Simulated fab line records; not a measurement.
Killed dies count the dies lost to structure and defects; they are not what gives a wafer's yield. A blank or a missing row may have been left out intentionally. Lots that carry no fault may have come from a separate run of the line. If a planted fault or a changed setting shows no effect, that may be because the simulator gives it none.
Chamber matching | flow nand harc | rie si-02 running NHARC_THIN_TSV_ETCH_15: 4 sister chambers
The step target depth 3000 nm, bosch target overetch cycles 2, bosch etch step 2.8 s. 14 wafers are shown with their chamber, then 7 later ones without.

== EACH WAFER AND ITS CHAMBER ==
wafer  | chamber | drypump motor current A (A)
L248.1 | 0       | 5.7
L248.3 | 3       | 5.8
L248.4 | 2       | 5.4
L252.2 | 0       | 5.7
L252.3 | 1       | 5.9
L252.4 | 2       | 5.4
L254.1 | 0       | 5.7
L254.4 | 2       | 5.4
L254.6 | 2       | 5.4
L262.2 | 2       | 5.4
L262.5 | 2       | 5.4
L262.6 | 1       | 5.9
L263.2 | 0       | 5.8
L263.3 | 2       | 5.4

SIGNATURES, as means of the wafers listed above
reading                 | chamber 0 | chamber 1 | chamber 2 | chamber 3 | scatter within a chamber
drypump motor current A | 5.725     | 5.900     | 5.400     | 5.800     | 0.0274
Rule: distance of a wafer from a chamber = root of the sum over the readings of ((wafer's reading minus chamber's mean) / reading's scatter) squared. If the next closest chamber is less than 2 further off than the closest, the wafer can't be placed; otherwise it belongs to the closest. The scatter is the square root of a quotient: the sum, over the shown wafers, of each reading's squared deviation from its chamber's mean, divided by wafers minus chambers.

== WAFERS MISSING THEIR CHAMBER ==
wafer  | drypump motor current A (A)
L263.5 | 5.7
L265.2 | 5.8
L265.4 | 6.0
L265.5 | 5.7
L267.3 | 5.9
L267.4 | 5.4
L267.6 | 5.9

== CHAMBER TAKEN BY EACH ==
wafer  | from the rows above | in truth
L263.5 | 0                   | 0
L265.2 | 3                   | 3
L265.4 | 1                   | 1
L265.5 | 0                   | 0
L267.3 | 1                   | 1
L267.4 | 2                   | 2
L267.6 | 1                   | 1
Placed correctly: 7 of 7. Left unplaced by these rows: 0. Wrongly placed: 0.
